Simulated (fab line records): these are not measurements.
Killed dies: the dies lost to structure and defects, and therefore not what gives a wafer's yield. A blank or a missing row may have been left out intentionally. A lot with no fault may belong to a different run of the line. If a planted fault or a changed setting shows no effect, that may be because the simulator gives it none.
Comparing a struck lot with a sound one	flow n5Finfet	16 steps out of a route of 1938
Sound: the wafers L223.2, L223.3, L223.6. Struck: wafers L219.3, L219.4, L219.6. The cause comes at the end.
Per side, at each step with rows, come the tool, then ch with its chambers, and then its first start. Under that, the readings that differ: sound wafers	struck wafers	difference of the means	sigmas: that difference in standard deviations of wafers without a fault.
alike: words and numbers the same on both sides, and readings whose means are apart by under 2 such deviations; not compared: readings that were withheld, readings missing a value for some wafer, numbers with overlapping values and no deviation given by the record, and bounds like >300 which may hide the same value.
A row with sigmas, a row that says differs or no value, or rows on one side alone: a step with any of these is where the two part. Numbers that have no deviation but don't overlap get no sigmas and don't part them. Lack of a reading on every wafer of one side parts them only where that side has two or more wafers.

N5_GATE_CUT_INSPECT_15: inspects for defects (brightfield).
  sound on defectInspect-01 at day 9 10:05; struck on defectInspect-02 at day 8 08:25
  alike: rawDefectCount
then, 2 steps without rows for these wafers: N5_GATE_CUT_DESCUM_18 (chemistry O2, time 7 s); N5_GATE_CUT_ETCH_28 (etches underlayer in N2/H2, target depth 13 nm, time 10.4 s).
N5_GATE_CUT_ETCH_36: etches SiARC in CF4, target depth 13 nm, time 21.7 s.
  sound on rieDiel-05 ch 0,1, day 9 10:14; struck on rieDiel-03 ch 1,3, day 8 08:30
reading	sound	struck	difference	sigmas
etchRfOnTimeS (s)	23.0 22.0 22.9	21.7 20.8 21.8	-1.2	-2
  alike: drypumpMotorCurrentA, oesProductAu, rfVppV, showerheadPlenumPTorr, throttleValvePct
  not compared: rfHoursCounterH
then, 3 steps without rows for these wafers: N5_GATE_CUT_ETCH_37 (etches SOC in N2/H2, target depth 60 nm, overetch 12 nm, time 90 s); N5_GATE_CUT_STRIP_38 (strips in N2/H2); N5_GATE_CUT_STRIP_39 (strips in N2/H2).
N5_GATE_CUT_HM_OPEN_40: chemistry C4F6/O2, target SiO2, target depth 139 nm, time 85.1 s.
  sound on rieDiel-05 ch 0,1, day 9 10:21; struck on rieDiel-03 ch 1,3, day 8 08:37
  alike: drypumpMotorCurrentA, etchRfOnTimeS, oesProductAu, rfVppV, showerheadPlenumPTorr, throttleValvePct
  not compared: rfHoursCounterH
N5_GATE_CUT_STRIP_41: strips in CF4.
  sound on rieDiel-05 ch 0,1, day 9 10:25; struck on rieDiel-03 ch 1,3, day 8 08:40
  alike: drypumpMotorCurrentA, oesProductAu, rfVppV, showerheadPlenumPTorr, throttleValvePct
  not compared: rfHoursCounterH
N5_GATE_CUT_STRIP_42: strips in O2.
  sound on rieDiel-05 ch 0,1, day 9 10:26; struck on rieDiel-03 ch 1,3, day 8 08:41
  alike: drypumpMotorCurrentA, oesProductAu, rfVppV, showerheadPlenumPTorr, throttleValvePct
  not compared: rfHoursCounterH
then, 2 steps without rows for these wafers: N5_GATE_CUT_ETCH_19 (etches SiNx in CH3F/O2, target depth 53.7 nm, time 76.7 s); N5_GATE_CUT_CUT_ETCH_53 (etches W in SF6/Cl2, target depth 79.2 nm).
N5_GATE_CUT_CUT_ETCH_54: etches TiN in Cl2/BCl3, target depth 96.7 nm.
  sound on rieMetal-01 ch 0,1, day 9 10:38; struck on rieMetal-03 ch 0,1, day 8 08:55
reading	sound	struck	difference	sigmas
etchRfOnTimeS (s)	37.6 37.1 36.4	26.8 26.3 26.2	-10.6	-20
oesProductAu (a.u.)	0.53 0.53 0.60	1.06 0.86 0.86	+0.37	+4
  alike: drypumpMotorCurrentA, throttleValvePct
  not compared: rfHoursCounterH
N5_GATE_CUT_CUT_ETCH_55: etches HfO2 in BCl3, target depth 3.2 nm.
  sound on rieMetal-01 ch 0,1, day 9 10:42; struck on rieMetal-03 ch 0,1, day 8 08:58
  alike: drypumpMotorCurrentA, oesProductAu, throttleValvePct
  not compared: rfHoursCounterH
-- the record jumps here: 4 days lie between the struck wafers' starts before and after (it left off in module GATE_CUT and takes up again in module BEOL_M4, whose first step shown is number 1111 of the route) --
N5_BEOL_M4_RC_MEAS_101:
  sound on prober-02 ch 0, day 14 05:29; struck on prober-02 ch 0, day 12 06:32
  alike: DIBL_N, DIBL_P, IOFF_N, IOFF_P, ION_N, ION_P, SS_N, SS_P, VT_N, VT_P
-- a jump in the record: the struck wafers' starts before and after are 4 days apart (it breaks off in module BEOL_M4 and resumes in module PASSIVATION, where the first step shown is number 1936 of the route) --
N5_PASSIVATION_PROBE_49:
  sound on prober-02 at day 18 10:42; struck on prober-01 at day 16 12:02
reading	sound	struck	difference	sigmas
killed_at_M4_up	23 29 28	14 9 4	-18	-3
killedOpen	88 88 99	65 70 58	-27	-2
  alike: defectLimitedYield, killed_at_M0_to_M3, killedAtContacts, killedAtFrontEnd, killedAtOther, killedDies, killedShort, sort_bin_5_function, sort_bin_6_memory, sortNPass, sortYieldPct

WHERE THEY PART
Last at N5_PASSIVATION_PROBE_49 as far as this record goes, first at N5_GATE_CUT_ETCH_36.

WHY: what the simulator had put in
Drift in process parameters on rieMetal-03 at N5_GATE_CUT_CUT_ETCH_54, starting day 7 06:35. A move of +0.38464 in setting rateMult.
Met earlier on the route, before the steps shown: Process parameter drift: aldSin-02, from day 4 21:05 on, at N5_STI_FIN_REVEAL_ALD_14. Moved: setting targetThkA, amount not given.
